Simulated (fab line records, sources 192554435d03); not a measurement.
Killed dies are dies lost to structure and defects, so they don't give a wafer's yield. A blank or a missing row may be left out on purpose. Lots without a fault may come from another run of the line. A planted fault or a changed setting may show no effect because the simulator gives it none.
Split-lot experiment | flow n5_finfet | 7 lots, 21 wafers read, on a route of 1938 steps

THE SPLIT
At N5_BEOL_M6_HM_DEP_02 (deposits TiN, target thk 20 nm), the setting target_thk_a was moved away from the recipe's 200 angstrom on 12 of the 21 wafers read, by -13.5% to +9.7%. The other wafers ran this setting at the recipe's value.

FROM THE SPLIT TO THE READING: what the file shows between them, 8 steps
- N5_BEOL_M6_COAT_59: time 60 s, resist thk 100 nm
- N5_BEOL_M6_COAT_60: time 60 s, resist thk 35 nm
- N5_BEOL_M6_STRIP_68: strips in N2/H2
- N5_BEOL_M6_STRIP_67: strips in CF4
- N5_BEOL_M6_HM_OPEN_17: chemistry Cl2/BCl3, target TiN, target depth 20 nm, overetch 6 nm
- N5_BEOL_M6_STRIP_19: strips in O2
- N5_BEOL_M6_STRIP_76: strips in C4F6/O2
- N5_BEOL_M6_STRIP_36: strips in N2/H2

THE READING
TiN_of_BEOL_M6_HM_DEP_02.thk_nm (the simulator's own value, which no gauge read), in nm, at N5_BEOL_M6_TRENCH_ETCH_37 (etches SiCOH lowk in C4F6/O2, target depth 94.435 nm, time 31.5 s). The file gives no usual value for it. The 9 wafers here that ran the recipe average 17.4 nm, standard deviation 0.18 nm.

wafer  | tool, chamber at the split | target_thk_a as run, angstrom | against the recipe | TiN_of_BEOL_M6_HM_DEP_02.thk_nm, nm | against lot-mates on the recipe
L079.1 | pvd_sputter-03, -          | 185.8                         | -7.1%              | 15.8                                | -1.8
L079.3 | pvd_sputter-03, -          | 185.8                         | -7.1%              | 16                                  | -1.6
L079.5 | pvd_sputter-03, -          | 200                           | recipe             | 17.6                                | -
L078.1 | pvd_sputter-01, -          | 173                           | -13.5%             | 14                                  | -3.0
L078.5 | pvd_sputter-01, -          | 173                           | -13.5%             | 14                                  | -3.0
L078.6 | pvd_sputter-01, -          | 200                           | recipe             | 17                                  | -
L085.1 | pvd_sputter-03, -          | 186.1                         | -7.0%              | 16                                  | -1.6
L085.5 | pvd_sputter-03, -          | 186.1                         | -7.0%              | 16.2                                | -1.4
L085.6 | pvd_sputter-03, -          | 200                           | recipe             | 17.6                                | -
L087.1 | pvd_sputter-01, -          | 212.5                         | +6.2%              | 18.2                                | +1.0
L087.5 | pvd_sputter-01, -          | 200                           | recipe             | 17.2                                | -
L087.6 | pvd_sputter-01, -          | 212.5                         | +6.2%              | 18.4                                | +1.2
L090.2 | pvd_sputter-02, -          | 219.3                         | +9.7%              | 19                                  | +1.8
L090.4 | pvd_sputter-02, -          | 219.3                         | +9.7%              | 19                                  | +1.8
L090.5 | pvd_sputter-02, -          | 200                           | recipe             | 17.2                                | -
L092.2 | pvd_sputter-03, -          | 200                           | recipe             | 17.4                                | -
L092.5 | pvd_sputter-03, -          | 200                           | recipe             | 17.4                                | -
L092.6 | pvd_sputter-03, -          | 200                           | recipe             | 17.4                                | -
L096.1 | pvd_sputter-03, -          | 200                           | recipe             | 17.4                                | -
L096.3 | pvd_sputter-03, -          | 192.4                         | -3.8%              | 16.4                                | -1.0
L096.4 | pvd_sputter-03, -          | 192.4                         | -3.8%              | 17                                  | -0.4

THE FIT
A straight line over all 21 wafers: TiN_of_BEOL_M6_HM_DEP_02.thk_nm changes by +0.204 nm for each +1% of target_thk_a; r = +0.98; the points scatter about the line by 0.29 nm.
The same after taking each lot's own level away (the mean of its wafers on the recipe; 21 wafers): +0.208 nm for each +1%; r = +0.99; scatter 0.16 nm.
On that fit, the largest move of target_thk_a shifts the reading by 2.8 nm.
The lots' own levels span 17.00 to 17.60 nm, that is 3.3 times the standard deviation above.
So the lot-to-lot level changes the slope little: the two slopes agree.
Check: with one of the wafers moved furthest among these (-13.5%) left out of the fit, the line predicts -2.84 nm for it against its lot-mates. It came out at -3 nm against them.

OTHER SPLITS ON THESE WAFERS
These wafers also went through other splits before the reading. Each is held against what the fit with the lots' levels taken away leaves over:
other split on the same wafers  | wafers away from the commonest value | r with TiN_of_BEOL_M6_HM_DEP_02.thk_nm (lot level and that fit taken away)
N5_BEOL_M4_COAT_05 spin_rpm     | 8                                    | -0.03
N5_BEOL_M5_VIA_ETCH_34 source_w | 10                                   | -0.10
N5_BEOL_M5_DEP_56 time_s        | 8                                    | +0.01

THE WHOLE CHAIN: every reading that the file lists as answering this split, in the file's order
step                      | what it does                                                      | reading                                                                          | change (the file's fit)               | r (the file's)
N5_BEOL_M6_HM_DEP_02      | deposits TiN, target thk 20 nm                                    | TiN_of_BEOL_M6_HM_DEP_02.thk_nm (the simulator's own value, which no gauge read) | +0.198 nm for each +1% of the setting | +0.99
N5_BEOL_M6_HM_OPEN_17     | chemistry Cl2/BCl3, target TiN, target depth 20 nm, overetch 6 nm | etch.depth_nm (the simulator's own value, which no gauge read)                   | +0.204 nm for each +1% of the setting | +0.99
N5_BEOL_M6_TRENCH_ETCH_37 | etches SiCOH lowk in C4F6/O2, target depth 94.435 nm, time 31.5 s | TiN_of_BEOL_M6_HM_DEP_02.thk_nm (the simulator's own value, which no gauge read) | +0.21 nm for each +1% of the setting  | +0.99

THE FILE'S OWN FIT
TiN_of_BEOL_M6_HM_DEP_02.thk_nm changes by +0.21 nm for each +1% of target_thk_a, r = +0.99.
